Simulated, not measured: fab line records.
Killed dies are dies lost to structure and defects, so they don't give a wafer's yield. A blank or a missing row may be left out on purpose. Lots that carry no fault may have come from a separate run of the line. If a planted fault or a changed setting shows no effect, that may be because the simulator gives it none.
fab line records    flow nand-harc
record: lots: 6  wafers: 18  last-day: 34
route steps=1302 shown A_CONTACT@1075 A_BLC@1107 END@1302
lots untouched by any fault: they come from a run of this same line in which no faults occurred
start-h: hours from the record's opening day to when the first of the lot's shown wafers began    wait-h: hours from the lot's prior step to this one    " the same as in the row above    L1.1+2: several wafers, shown together as one row    - no value present, or no start provided    * or withheld: withheld    < > ~ a bound
route shown NAME@n: a module of which the file shows steps, and the number in the route of the first    usual: mean and standard deviation over wafers with no fault    same: alike in all rows    chamber/n: place in a boat    sites: readings site by site    _std_site: their standard deviation    _edge_site: the outer-site mean with the inner-site mean subtracted    radius-mm: how far each site lies from the wafer's centre    mask NAME#n: copy n    behind: the tool/chamber that last shaped the wafer    hold: why the lot was held/for how many hours/how that ended    device: transistor that didn't switch, given as n, p or np    end of line: tests of these same wafers at the route's end    where a step has no rows: the recipe by itself    killed: count of dies lost to structure and defects at first sort (not the wafer's yield)    map: shows each die of a wafer: x if killed, . if not, _ if none is there
set.NAME: the setting the step ran with; set.NAME@STEP: the setting that earlier step ran with    model.NAME: the simulator's own value behind a step, which no gauge read
lots at some steps of the route; a table a step, a row a wafer
services: from which hour (start-h, from the record's first day; less than 0 if before it) a tool's chamber was out of use, for how many hours, and why
== steps ==
step: NHARC_A_CONTACT_EXPOSE_05
recipe: na: 1.35  sigma-outer: 0.8  dose-mj: 84.24  mask-id: A_CC
step: NHARC_A_CONTACT_PEB_06
recipe: peb-temp-c: 100  peb-time-s: 65
step: NHARC_A_CONTACT_DEVELOP_07
recipe: develop-time-s: 35  dev-temp-c: 23
step: NHARC_A_CONTACT_CD_MEAS_08
recipe: target-cd-nm: 200  landing-energy-ev: 500
usual: cd-nm: 200.2/0.84
lot.wafer  tool       chamber  start-h  wait-h  cd-nm
L572.3     cd-sem-03  0        521.74   -       201.0
L572.4     "          0        "        "       199.7
L572.5     "          0        "        "       200.6
L576.1     cd-sem-03  0        573.05   -       198.9
L576.3     "          0        "        "       198.3
L576.5     "          0        "        "       198.0
L583.1     cd-sem-02  0        629.51   -       198.9
L583.2     "          0        "        "       198.6
L583.6     "          0        "        "       199.7
L586.1     cd-sem-02  0        652.98   -       201.5
L586.3     "          0        "        "       201.2
L586.5     "          0        "        "       201.2
L593.1     cd-sem-01  0        737.35   -       199.9
L593.3     "          0        "        "       200.8
L593.5     "          0        "        "       199.7
L594.2     cd-sem-02  0        748.61   -       200.3
L594.4     "          0        "        "       200.0
L594.6     "          0        "        "       201.3
step: NHARC_A_CONTACT_OVL_MEAS_09
usual: overlay-x-nm: -0.1/0.94  overlay-y-nm: 0.0/0.75
lot.wafer  tool        chamber  start-h  wait-h  overlay-x-nm  overlay-y-nm
L572.3     overlay-02  -        521.82   -       0.5           0.6
L572.4     "           -        "        "       0.5           1.0
L572.5     "           -        "        "       0.2           0.3
L576.1     overlay-02  -        573.14   -       -0.2          0.1
L576.3     "           -        "        "       -0.4          -0.5
L576.5     "           -        "        "       0.3           -0.4
L583.1     overlay-01  -        629.60   -       0.1           0.6
L583.2     "           -        "        "       -0.1          0.9
L583.6     "           -        "        "       -0.5          0.7
L586.1     overlay-01  -        653.07   -       -0.1          0.9
L586.3     "           -        "        "       -1.1          0.9
L586.5     "           -        "        "       -1.0          0.7
L593.1     overlay-02  -        737.44   -       -1.7          0.7
L593.3     "           -        "        "       -1.6          0.2
L593.5     "           -        "        "       -0.8          0.4
L594.2     overlay-02  -        748.69   -       0.9           -0.1
L594.4     "           -        "        "       0.6           0.0
L594.6     "           -        "        "       1.4           0.1
step: NHARC_A_CONTACT_INSPECT_10
usual: raw-defect-count: 82/38
lot.wafer  tool               chamber  start-h  wait-h  raw-defect-count
L572.3     defect-inspect-01  -        521.86   0.0     62
L572.4     "                  -        "        "       85
L572.5     "                  -        "        "       46
L576.1     defect-inspect-01  -        573.18   0.0     62
L576.3     "                  -        "        "       75
L576.5     "                  -        "        "       62
L583.1     defect-inspect-02  -        629.64   0.0     81
L583.2     "                  -        "        "       57
L583.6     "                  -        "        "       64
L586.1     defect-inspect-02  -        653.11   0.0     109
L586.3     "                  -        "        "       99
L586.5     "                  -        "        "       119
L593.1     defect-inspect-01  -        737.48   0.0     21
L593.3     "                  -        "        "       32
L593.5     "                  -        "        "       23
L594.2     defect-inspect-01  -        748.73   0.0     143
L594.4     "                  -        "        "       124
L594.6     "                  -        "        "       147
step: NHARC_A_CONTACT_DESCUM_13
recipe: time-s: 3  o2-flow-sccm: 200  ar-flow-sccm: 0  bias-power-w: 0  chemistry: O2
usual: drypump-motor-current-A: 5.6/0.44  oes-product-au: 0.999/0.011  rf-vpp-V: 58.0/0.88  showerhead-plenum-p-Torr: 1.94/0.096  throttle-valve-pct: 11.312/0.0099
lot.wafer  tool         chamber  start-h  wait-h  drypump-motor-current-A  oes-product-au  rf-hours-counter-h  rf-vpp-V  showerhead-plenum-p-Torr  throttle-valve-pct
L572.4     rie-diel-12  3        521.94   0.1     6.3                      1.001           11                  57.1      2.00                      11.315
L572.3     "            0        "        "       5.3                      0.990           9                   57.4      1.99                      11.300
L572.5     "            2        "        "       5.1                      1.003           -                   57.3      1.79                      11.310
L576.1     rie-diel-12  2        573.24   0.1     5.1                      0.990           17                  56.9      1.79                      11.303
L576.3     "            3        "        "       6.3                      1.006           18                  58.7      2.00                      11.312
L576.5     "            3        "        "       6.3                      0.998           -                   56.7      2.00                      11.321
L583.2     rie-diel-01  3        629.71   0.1     4.9                      1.000           18                  57.0      1.80                      11.314
L583.1     "            1        "        "       6.1                      1.003           21                  57.6      1.86                      11.305
L583.6     "            2        "        "       5.4                      0.988           -                   57.3      2.07                      11.315
L586.3     rie-diel-12  1        653.18   0.1     5.9                      0.991           4                   56.8      2.01                      11.332
L586.1     "            2        "        "       5.1                      1.005           3                   57.4      1.78                      11.305
L586.5     "            1        "        "       5.9                      1.001           -                   60.2      2.01                      11.321
L593.3     rie-diel-07  2        737.55   0.1     5.9                      1.014           29                  57.7      1.94                      11.326
L593.1     "            0        "        "       5.9                      0.989           29                  57.6      2.01                      11.303
L593.5     "            2        "        "       5.9                      1.010           -                   57.6      1.94                      11.311
L594.2     rie-diel-12  0        748.80   0.1     5.3                      1.000           20                  57.6      1.98                      11.325
L594.4     "            2        "        "       5.1                      1.005           18                  57.1      1.78                      11.298
L594.6     "            3        "        "       6.3                      1.010           -                   58.2      1.99                      11.319
step: NHARC_A_CONTACT_ETCH_88
recipe: target-depth-a: 390  over-etch-frac: 0.3  time-s: 65  ion-energy-ev: 80  cf4-flow-sccm: 150  ar-flow-sccm: 0  rf-w: 300  bias-w: 100  chemistry: CF4
step: NHARC_A_CONTACT_ETCH_89
recipe: target-depth-a: 2600  over-etch-frac: 0.3  time-s: 475.3  ion-energy-ev: 200  n2-flow-sccm: 150  h2-flow-sccm: 150  ar-flow-sccm: 0  rf-w: 400  bias-w: 150  chemistry: N2/H2
step: NHARC_A_CONTACT_ETCH_30
recipe: target-depth-a: 726  time-s: 36.3  cf4-flow-sccm: 100  chf3-flow-sccm: 30  ar-flow-sccm: 0  rf-w: 500  bias-w: 200  chemistry: CF4/CHF3
usual: drypump-motor-current-A: 5.6/0.44  oes-product-au: 0.932/0.018  rf-vpp-V: 371.3/2.7  showerhead-plenum-p-Torr: 1.59/0.076  throttle-valve-pct: 16.803/0.01
lot.wafer  tool         chamber  start-h  wait-h  drypump-motor-current-A  oes-product-au  rf-hours-counter-h  rf-vpp-V  showerhead-plenum-p-Torr  throttle-valve-pct
L572.3     rie-diel-12  0        -        -       5.4                      0.920           10                  372.0     1.63                      16.798
L572.4     "            1        "        "       5.9                      0.913           10                  372.9     1.65                      16.797
L572.5     "            3        "        "       6.3                      0.934           -                   372.5     1.64                      16.797
L576.3     rie-diel-12  1        -        -       5.9                      0.915           18                  372.9     1.65                      16.798
L576.1     "            2        "        "       5.0                      0.937           17                  367.1     1.47                      16.789
L576.5     "            2        "        "       5.1                      0.943           -                   366.5     1.47                      16.796
L583.2     rie-diel-01  1        -        -       6.1                      0.923           21                  369.5     1.53                      16.808
L583.1     "            2        "        "       5.4                      0.903           15                  374.6     1.70                      16.790
L583.6     "            0        "        "       5.1                      0.936           -                   372.7     1.65                      16.804
L586.3     rie-diel-12  3        -        -       6.3                      0.935           3                   372.9     1.64                      16.793
L586.1     "            1        "        "       5.9                      0.924           4                   373.9     1.65                      16.801
L586.5     "            3        "        "       6.3                      0.935           -                   371.3     1.64                      16.793
L593.3     rie-diel-07  1        -        -       5.4                      0.938           34                  373.8     1.69                      16.794
L593.1     "            3        "        "       5.8                      0.961           25                  372.2     1.63                      16.804
L593.5     "            1        "        "       5.5                      0.945           -                   376.3     1.69                      16.812
L594.4     rie-diel-12  2        -        -       5.1                      0.922           19                  366.7     1.47                      16.804
L594.2     "            3        "        "       6.3                      0.922           18                  371.9     1.63                      16.829
L594.6     "            1        "        "       5.9                      0.910           -                   371.5     1.64                      16.808
step: NHARC_A_CONTACT_ETCH_31
recipe: target-depth-a: 28000  over-etch-frac: 0.3  time-s: 728  ion-energy-ev: 150  o2-flow-sccm: 400  cos-flow-sccm: 20  ar-flow-sccm: 0  rf-w: 500  bias-w: 300  chemistry: O2/COS
step: NHARC_A_CONTACT_ETCH_134
recipe: source-w: withheld  pressure-mtorr: 20  bias-v: withheld  time-s: 140  target-depth-a: 7000  ar-flow-sccm: withheld  c4f8-flow-sccm: withheld  o2-flow-sccm: withheld  chemistry: C4F8/O2/Ar
step: NHARC_A_CONTACT_ETCH_135
recipe: source-w: withheld  pressure-mtorr: 20  bias-v: 1200  time-s: 311  target-depth-a: 19120  ar-flow-sccm: withheld  c4f8-flow-sccm: withheld  o2-flow-sccm: withheld  chemistry: C4F8/O2/Ar
lot.wafer  tool             chamber  start-h  wait-h  rf-hours-counter-h
L572.4     har-cap-etch-03  0        523.34   0.2     -
L572.3     "                1        "        "       -
L572.5     "                1        "        "       -
L576.1     har-cap-etch-01  0        574.57   0.2     10
L576.3     "                1        "        "       -
L576.5     "                1        "        "       -
L583.2     har-cap-etch-01  1        632.18   0.2     20
L583.1     "                0        "        "       20
L583.6     "                0        "        "       -
L586.1     har-cap-etch-01  0        654.49   0.2     27
L586.3     "                1        "        "       -
L586.5     "                0        "        "       -
L593.1     har-cap-etch-01  1        739.00   0.2     40
L593.3     "                0        "        "       -
L593.5     "                1        "        "       -
L594.2     har-cap-etch-01  1        750.30   0.2     41
L594.4     "                1        "        "       -
L594.6     "                0        "        "       -
step: NHARC_A_CONTACT_ETCH_136
recipe: source-w: withheld  pressure-mtorr: 20  bias-v: 1200  time-s: 311  target-depth-a: 19120  ar-flow-sccm: withheld  c4f8-flow-sccm: withheld  o2-flow-sccm: withheld  chemistry: C4F8/O2/Ar
step: NHARC_A_CONTACT_ETCH_137
recipe: source-w: withheld  pressure-mtorr: 20  bias-v: 1200  time-s: 311  target-depth-a: 19120  ar-flow-sccm: withheld  c4f8-flow-sccm: withheld  o2-flow-sccm: withheld  chemistry: C4F8/O2/Ar
step: NHARC_A_CONTACT_ETCH_138
recipe: source-w: withheld  pressure-mtorr: 20  bias-v: 1200  time-s: 311  target-depth-a: 19140  ar-flow-sccm: withheld  c4f8-flow-sccm: withheld  o2-flow-sccm: withheld  chemistry: C4F8/O2/Ar
lot.wafer  tool             chamber  start-h  wait-h  rf-hours-counter-h
L572.4     har-cap-etch-03  0        524.15   0.2     -
L572.3     "                1        "        "       -
L572.5     "                1        "        "       -
L576.1     har-cap-etch-01  0        575.38   0.2     10
L576.3     "                1        "        "       -
L576.5     "                1        "        "       -
L583.2     har-cap-etch-01  1        633.26   0.3     21
L583.1     "                0        "        "       21
L583.6     "                0        "        "       -
L586.1     har-cap-etch-01  0        655.30   0.2     27
L586.3     "                1        "        "       -
L586.5     "                0        "        "       -
L593.1     har-cap-etch-01  1        739.81   0.2     40
L593.3     "                0        "        "       -
L593.5     "                1        "        "       -
L594.2     har-cap-etch-01  1        751.11   0.2     42
L594.4     "                1        "        "       -
L594.6     "                0        "        "       -
step: NHARC_A_CONTACT_ETCH_139
recipe: source-w: withheld  pressure-mtorr: 20  bias-v: 400  time-s: 195  target-depth-a: 8400  ar-flow-sccm: withheld  c4f8-flow-sccm: 11.5  o2-flow-sccm: 7.2  chemistry: C4F8/O2/Ar
step: NHARC_A_CONTACT_ETCH_92
recipe: target-depth-a: 400  over-etch-frac: 0.5  time-s: 85.7  ion-energy-ev: 120  ch3f-flow-sccm: 50  o2-flow-sccm: 30  ar-flow-sccm: 200  rf-w: 500  bias-w: 100  chemistry: CH3F/O2
step: NHARC_A_CONTACT_ETCH_98
recipe: target-depth-a: 200  over-etch-frac: 0.5  time-s: 10  ion-energy-ev: 250  c4f6-flow-sccm: 25  o2-flow-sccm: 20  ar-flow-sccm: 500  rf-w: 600  bias-w: 500  chemistry: C4F6/O2
step: NHARC_A_CONTACT_CD_MEAS_15
usual: cd-nm: 190.0/0.72
lot.wafer  tool       chamber  start-h  wait-h  cd-nm
L572.3     cd-sem-02  -        525.12   -       188.4
L572.4     "          -        "        "       188.5
L572.5     "          -        "        "       188.4
L576.1     cd-sem-01  -        576.44   -       190.1
L576.3     "          -        "        "       189.8
L576.5     "          -        "        "       189.7
L583.1     cd-sem-01  -        634.48   -       191.0
L583.2     "          -        "        "       190.1
L583.6     "          -        "        "       190.6
L586.1     cd-sem-01  -        656.36   -       191.0
L586.3     "          -        "        "       189.7
L586.5     "          -        "        "       190.8
L593.1     cd-sem-01  -        740.86   -       190.7
L593.3     "          -        "        "       190.0
L593.5     "          -        "        "       190.5
L594.2     cd-sem-02  -        752.16   -       189.3
L594.4     "          -        "        "       190.2
L594.6     "          -        "        "       189.7
step: NHARC_A_CONTACT_STRIP_107
recipe: n2-flow-sccm: 150  h2-flow-sccm: 150  ar-flow-sccm: 0  bias-w: 0  chemistry: N2/H2
step: NHARC_A_CONTACT_STRIP_108
recipe: cf4-flow-sccm: 100  chf3-flow-sccm: 30  ar-flow-sccm: 0  bias-w: 0  chemistry: CF4/CHF3
step: NHARC_A_CONTACT_STRIP_109
recipe: o2-flow-sccm: 400  cos-flow-sccm: 20  ar-flow-sccm: 0  bias-w: 0  chemistry: O2/COS
step: NHARC_A_CONTACT_ETCH_110
recipe: target-depth-a: 600  overetch-a: 60  time-s: 33  ion-energy-ev: 100  cf4-flow-sccm: 80  o2-flow-sccm: 20  ar-flow-sccm: 0  rf-w: 300  bias-w: 100  chemistry: CF4/O2
step: NHARC_A_CONTACT_STRIP_26
recipe: o2-flow-sccm: 500  ar-flow-sccm: 0  bias-w: 0  chemistry: O2
step: NHARC_A_CONTACT_STRIP_27
recipe: time-s: 600  temp-c: 30  chemistry: post-etch-residue-remover
step: NHARC_A_CONTACT_ALD_18
recipe: target-thk-a: 30  pulse-time-s: 1  ald-cycles: 150  temp-c: 450  material: TiN
step: NHARC_A_CONTACT_CVD_19
recipe: target-thk-a: 3000  temp-c: 300  pressure-torr: 40  wf6-flow-sccm: 40  h2-flow-sccm: 1600  ar-flow-sccm: 1560  time-s: 802  material: W
usual: chamber-pressure-Torr: 40.00/0.086  heater-power-outer-w: 258/14  heater-power-w: 461/34  susceptor-temp-C: 300.00/0.19  throttle-valve-pct: 7.9/0.4
lot.wafer  tool      chamber  start-h  wait-h  chamber-pressure-Torr  heater-power-outer-w  heater-power-w  susceptor-temp-C  throttle-valve-pct
L572.4     cvd-w-02  0        -        -       39.94                  247                   421             -                 7.6
L572.3     "         1        "        "       39.80                  243                   438             -                 7.3
L572.5     "         1        "        "       39.94                  251                   434             -                 7.4
L576.1     cvd-w-02  1        -        -       39.97                  246                   443             300.14            7.5
L576.3     "         0        "        "       39.98                  250                   419             299.78            8.0
L576.5     "         0        "        "       39.95                  245                   426             299.71            8.0
L583.2     cvd-w-01  0        -        -       40.02                  272                   506             299.64            8.3
L583.1     "         1        "        "       39.83                  274                   482             299.83            8.3
L583.6     "         0        "        "       39.95                  270                   520             299.83            8.2
L586.1     cvd-w-01  1        -        -       39.88                  276                   486             300.34            8.0
L586.3     "         0        "        "       40.03                  282                   512             300.42            8.0
L586.5     "         0        "        "       39.86                  273                   521             300.01            8.5
L593.1     cvd-w-02  0        -        -       39.97                  249                   418             -                 8.0
L593.3     "         1        "        "       40.06                  245                   445             -                 7.4
L593.5     "         1        "        "       39.99                  244                   441             -                 7.4
L594.2     cvd-w-01  1        -        -       40.06                  272                   456             -                 7.9
L594.4     "         0        "        "       40.04                  256                   467             -                 8.2
L594.6     "         1        "        "       40.07                  274                   476             -                 7.9
step: NHARC_A_CONTACT_CMP_20
recipe: t-overpolish-s: 30  target-thk-nm: 300
usual: motor-current-A: 12.3/1.3  overpolish-run-s: 30.001/0.0086  time-to-endpoint-s: 60/4.1
lot.wafer  tool    chamber  start-h  wait-h  motor-current-A  overpolish-run-s  time-to-endpoint-s
L572.4     cmp-01  1        527.18   0.5     11.3             30.012            52
L572.3     "       0        "        "       10.2             29.984            60
L572.5     "       2        "        "       10.8             30.001            59
L576.1     cmp-01  2        578.46   0.6     11.7             29.994            65
L576.3     "       1        "        "       11.4             30.004            60
L576.5     "       3        "        "       13.2             30.000            69
L583.1     cmp-02  3        636.56   0.7     13.3             29.991            61
L583.2     "       0        "        "       12.6             30.020            69
L583.6     "       1        "        "       14.5             30.016            65
L586.1     cmp-02  3        659.02   0.6     13.5             30.004            63
L586.3     "       2        "        "       13.9             30.010            61
L586.5     "       0        "        "       11.7             29.998            65
L593.3     cmp-01  0        742.91   0.5     10.6             29.995            60
L593.1     "       1        "        "       11.7             29.994            57
L593.5     "       0        "        "       11.9             30.002            62
L594.4     cmp-01  1        754.21   0.4     12.0             30.005            56
L594.2     "       2        "        "       11.7             30.019            63
L594.6     "       1        "        "       12.1             30.012            57
step: NHARC_A_CONTACT_SRD_22
step: NHARC_A_BLC_DEHYDRATE_00
recipe: temp-c: 150  time-s: 120
step: NHARC_A_BLC_HMDS_01
recipe: time-s: 30
step: NHARC_A_BLC_COAT_02
recipe: temp-c: 260  time-s: 75
step: NHARC_A_BLC_COAT_03
recipe: temp-c: 225  time-s: 65
step: NHARC_A_BLC_COAT_04
recipe: spin-rpm: 1500  resist-thk-nm: 90
step: NHARC_A_BLC_SOFTBAKE_05
recipe: temp-c: 105  time-s: 55
step: NHARC_A_BLC_EBR_06
step: NHARC_A_BLC_EXPOSE_07
recipe: na: 1.35  target-cd-nm: 100  dose-mj: 67.97  mask-id: A_BLC
step: NHARC_A_BLC_PEB_08
recipe: peb-temp-c: 100  peb-time-s: 65
step: NHARC_A_BLC_DEVELOP_09
recipe: develop-time-s: 35  dev-temp-c: 23
step: NHARC_END_SORT_01
recipe: temp-c: 25
usual: killed-at-array: 57/21  killed-at-other: 0.9/1.2  killed-at-periphery: 4.2/2.9  killed-dies: 62/21  killed-open: 3.2/1.8  killed-short: 2.4/1.5
same: gross-dies: 677
lot.wafer  tool       chamber  start-h  wait-h  killed-at-array  killed-at-other  killed-at-periphery  killed-dies  killed-open  killed-short
L576.1     prober-01  0        629.84   2.5     46               1                4                    51           5            2
L576.3     prober-01  0        631.43   3.1     45               1                7                    53           6            2
L576.5     prober-01  0        633.01   3.7     49               2                5                    56           5            4
L583.1     prober-02  0        682.18   2.5     130              0                4                    134          1            3
L583.2     prober-02  0        682.99   2.8     44               0                7                    51           4            3
L583.6     prober-02  0        686.20   4.0     120              0                6                    126          1            4
L586.1     prober-01  0        705.44   2.5     147              0                9                    156          1            2
L586.3     prober-01  0        707.04   3.1     64               0                8                    72           5            4
L586.5     prober-01  0        708.64   3.7     132              0                9                    141          0            5
killed by level:class
L576.1 A_SLIT:chamber-film-flake=26 A_CHANNEL_HOLE_D2:chamber-film-flake=7 A_CONTACT:chamber-film-flake=3 A_M0:chamber-film-flake=2 P_CONTACT:geometric-particle:open=1 A_CHANNEL_FILL_D1:geometric-particle:open=1 A_CHANNEL_HOLE_D2:geometric-particle:short=1 A_WL_FILL:geometric-particle:open=1
L576.3 A_SLIT:chamber-film-flake=25 A_CHANNEL_HOLE_D2:chamber-film-flake=13 A_ONON_D1:geometric-particle:open=2 A_CHANNEL_FILL_D2:geometric-particle:open=2 P_M0:chamber-film-flake=2 P_CONTACT:geometric-particle:open=1 P_M0:geometric-particle:short=1 P_M2:geometric-particle:open=1
L576.5 A_SLIT:chamber-film-flake=28 A_CHANNEL_HOLE_D1:chamber-film-flake=4 A_CHANNEL_HOLE_D2:chamber-film-flake=4 A_CONTACT:chamber-film-flake=3 P_M0:geometric-particle:open=2 A_ONON_D1:geometric-particle:open=2 A_DECK1_JOINT:geometric-particle:short=2 A_M0:chamber-film-flake=2
L583.1 A_CONTACT:unspecified=78 A_CHANNEL_HOLE_D1:chamber-film-flake=33 A_WL_FILL:chamber-film-flake=5 A_CHANNEL_FILL_D2:chamber-film-flake=3 A_CONTACT:chamber-film-flake=3 P_GATE:chamber-film-flake=2 A_SLIT:chamber-film-flake=2 A_STAIRCASE:chamber-film-flake=2
L583.2 A_CHANNEL_HOLE_D1:chamber-film-flake=32 P_M1:chamber-film-flake=4 A_STAIRCASE:chamber-film-flake=3 A_SLIT:chamber-film-flake=2 P_CONTACT:geometric-particle:open=1 P_CONTACT:geometric-particle:short=1 A_ONON_D1:geometric-particle:open=1 A_CHANNEL_HOLE_D1:geometric-particle:short=1
L583.6 A_CONTACT:unspecified=78 A_CHANNEL_HOLE_D1:chamber-film-flake=28 P_M1:chamber-film-flake=4 A_WL_FILL:chamber-film-flake=4 A_CHANNEL_HOLE_D1:geometric-particle:short=2 A_STAIRCASE:chamber-film-flake=2 A_CONTACT:chamber-film-flake=2 P_CONTACT:geometric-particle:open=1
L586.1 A_CONTACT:unspecified=82 A_CHANNEL_HOLE_D1:chamber-film-flake=32 A_SLIT:chamber-film-flake=28 P_CONTACT:chamber-film-flake=8 P_M0:geometric-particle:open=1 A_SOURCE_PLATE:geometric-particle:short=1 A_CHANNEL_HOLE_D2:geometric-particle:short=1 A_STAIRCASE:chamber-film-flake=1
L586.3 A_CHANNEL_HOLE_D1:chamber-film-flake=25 A_SLIT:chamber-film-flake=24 A_CONTACT:chamber-film-flake=7 P_CONTACT:chamber-film-flake=6 A_ONON_D1:geometric-particle:short=2 P_CONTACT:geometric-particle:short=1 P_M1:geometric-particle:open=1 A_SOURCE_PLATE:geometric-particle:short=1
L586.5 A_CONTACT:unspecified=73 A_CHANNEL_HOLE_D1:chamber-film-flake=34 A_SLIT:chamber-film-flake=20 P_CONTACT:chamber-film-flake=7 A_WL_FILL:geometric-particle:short=2 A_CONTACT:chamber-film-flake=2 P_CONTACT:geometric-particle:short=1 P_M0:geometric-particle:short=1
map L583.1 (x killed, . not)
____________.____________
_________......._________
_______..........._______
______.............______
_____x.............._____
____...x.....x..x....____
____..........x...x..____
___........x..x.......___
___..........x.xx.....___
__.........xxxxx.......__
__........xxxx.xx......__
_...........xxxx........_
_...........xxxxx......._
_........x..xxxx........_
_...........xxx..x......_
_............x....x....._
.....x...................
.........................
................x..x.x...
.................xxxxxx..
................xxxx.....
_.x.....x.......xxxxxx.._
_......x.......xxxxxxxx._
_..............xxxxxx..x_
_............xx.xxxxxxx._
_..............xxxxxxxx._
__....x........xxxxxxx.__
__.....x......x.xxxxxx.__
___......x......xxxxx.___
___........x....xx.xx.___
____.....x.....x.xxxx____
____.............xx..____
_____..xx..........._____
______.............______
_______..........._______
_________......._________
____________.____________
map L586.1 (x killed, . not)
____________.____________
_________......._________
_______..........._______
______.............______
_____..............x_____
____.................____
____.............x...____
___...................___
___...................___
__..x..................__
__.....................__
_......................._
_......................._
_......................._
_......................._
_..x...........x.x......_
.........................
x...x................x...
...x....x................
...xxxx.........x.xxx....
....x.xx.........xxxxx...
_.xx.x........x.xxxxxxx._
_.xxx.xx.......xxxxxxxx._
_x.xxxx.x.x.xxxxxxxxxxx._
_x.xxxxxx.xxx.x.xxxxxx.._
_..x.x..xxxxxx.xxxxxxxx._
__xxx.x..xxxx..xxxxxxx.__
__.x..x.xxxxx..xxxxxxxx__
___....x..xx...xxxxxxx___
___.....xxx.....x.xxx.___
____...............xx____
____..............xxx____
_____............x.._____
______.....x.......______
_______..........._______
_________......._________
____________.____________
== services ==
tool             chamber  start-h  hours  kind
cmp-02           -        531.07   4.0    pm
cmp-01           -        533.28   4.0    pm
rie-diel-07      1        533.96   17.1   repair
cvd-w-01         -        547.00   13.0   pm
rie-diel-01      -        558.53   9.0    pm
har-cap-etch-03  -        565.16   0.4    repair
cmp-01           -        588.37   0.3    repair
cmp-01           -        614.30   0.9    repair
rie-diel-12      -        622.41   9.0    pm
cvd-w-02         -        631.00   13.0   pm
cmp-01           -        631.28   4.0    pm
har-cap-etch-01  -        637.38   0.2    repair
rie-diel-12      -        640.97   1.3    repair
cvd-w-01         0        648.61   2.1    repair
rie-diel-12      0        654.26   5.0    repair
rie-diel-12      3        655.28   10.7   repair
cmp-01           -        657.81   4.5    repair
har-cap-etch-01  -        658.40   0.5    repair
har-cap-etch-01  -        664.87   0.3    repair
cmp-01           -        674.38   1.5    repair
rie-diel-12      2        695.17   7.1    repair
cmp-01           -        719.82   2.1    repair
cvd-w-01         -        728.00   13.0   pm
cmp-01           -        729.28   4.0    pm
== key ==
first-sign: step: NHARC_END_SORT_01  reading: killed-dies  direction: up  sigmas: 3.7  usual: 62  struck: 139
effect: step: NHARC_END_SORT_01  reading: killed-at-array  direction: up  sigmas: 3.6  usual: 57  struck: 132
more-kills-born-at: NHARC_A_CONTACT_ETCH_135@har-cap-etch-01: 311
met-at NHARC_A_CONTACT_ETCH_135
struck-wafers L583.1,L583.6,L586.1,L586.5
tester-left-out L583,L586
onset-between 574.57 632.18
fault: kind: chamber-particle-source  tool: har-cap-etch-01  chamber: 0  onset-h: 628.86  steps: NHARC_A_CONTACT_ETCH_135  rate-per-visit-cm2: 0.61345  end-h: 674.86
tester-left-out: of these lots the tester's yield and bins aren't shown, on N5 and GAA mostly nor the transistor test; their killed dies are dies lost to structure and defects alone, not to doping, threshold or leakage, so they don't give the yield
